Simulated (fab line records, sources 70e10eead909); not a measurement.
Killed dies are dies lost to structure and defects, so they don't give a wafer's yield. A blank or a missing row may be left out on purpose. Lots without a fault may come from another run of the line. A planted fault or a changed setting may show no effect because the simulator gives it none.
Chamber matching | flow nand_harc | NHARC_A_STAIRCASE_TRIM_187 on rie_diel-05: 4 sister chambers
The step chemistry O2, time 211.2 s. 18 wafers are shown with their chamber, then 9 later ones without.

WAFERS WITH THEIR CHAMBER
wafer  | chamber | drypump_motor_current_A (A) | showerhead_plenum_p_Torr (Torr) | oes_product_au (a.u.)
L077.1 | 0       | 6.7                         | 3.30                            | 1.012
L077.2 | 2       | 5.8                         | 3.44                            | 0.992
L077.3 | 3       | 5.2                         | 3.56                            | 1.000
L077.4 | 1       | 6.2                         | 3.66                            | 0.993
L077.5 | 1       | 6.2                         | 3.66                            | 0.986
L077.6 | 0       | 6.7                         | 3.29                            | 1.004
L086.3 | 0       | 6.7                         | 3.28                            | 1.001
L086.5 | 1       | 6.2                         | 3.65                            | 0.979
L086.6 | 0       | 6.8                         | 3.28                            | 0.991
L088.2 | 2       | 5.8                         | 3.42                            | 1.013
L088.3 | 0       | 6.7                         | 3.28                            | 0.997
L088.4 | 1       | 6.2                         | 3.65                            | 0.989
L090.4 | 0       | 6.7                         | 3.28                            | 0.991
L090.5 | 2       | 5.8                         | 3.42                            | 0.997
L090.6 | 1       | 6.2                         | 3.64                            | 0.989
L092.1 | 1       | 6.2                         | 3.64                            | 0.994
L092.4 | 3       | 5.2                         | 3.53                            | 1.004
L092.5 | 3       | 5.2                         | 3.53                            | 1.006

SIGNATURES (means of the wafers above)
reading                  | chamber 0 | chamber 1 | chamber 2 | chamber 3 | scatter within a chamber
drypump_motor_current_A  | 6.717     | 6.200     | 5.800     | 5.200     | 0.0244
showerhead_plenum_p_Torr | 3.2850    | 3.6500    | 3.4267    | 3.5400    | 0.0107
oes_product_au           | 0.99933   | 0.98833   | 1.00067   | 1.00333   | 0.00725
Rule: a wafer's distance from a chamber is the root of the sum, over the readings, of the square of ((its reading less the chamber's mean) divided by the reading's scatter). The wafer belongs to the nearest chamber; if the next one is less than 2 further off, it can't be placed. The scatter: the root of (the sum of the squares of (reading less its chamber's mean) over the shown wafers, divided by (wafers less chambers)).

WAFERS WITHOUT THEIR CHAMBER
wafer  | drypump_motor_current_A (A) | showerhead_plenum_p_Torr (Torr) | oes_product_au (a.u.)
L091.1 | 6.7                         | 3.27                            | 0.984
L091.3 | 5.8                         | 3.42                            | 0.997
L091.5 | 6.7                         | 3.27                            | 0.980
L096.2 | 5.9                         | 3.41                            | 0.999
L096.4 | 6.2                         | 3.63                            | 0.984
L096.5 | 6.2                         | 3.63                            | 0.991
L097.1 | 6.2                         | 3.63                            | 0.996
L097.2 | 5.8                         | 3.40                            | 1.005
L097.5 | 5.8                         | 3.40                            | 0.995

WHICH CHAMBER EACH WENT THROUGH
wafer  | from the rows above | in truth
L091.1 | 0                   | 0
L091.3 | 2                   | 2
L091.5 | 0                   | 0
L096.2 | 2                   | 2
L096.4 | 1                   | 1
L096.5 | 1                   | 1
L097.1 | 1                   | 1
L097.2 | 2                   | 2
L097.5 | 2                   | 2
Placed correctly: 9 of 9. Can't be placed from these rows: 0. Placed wrongly: 0.
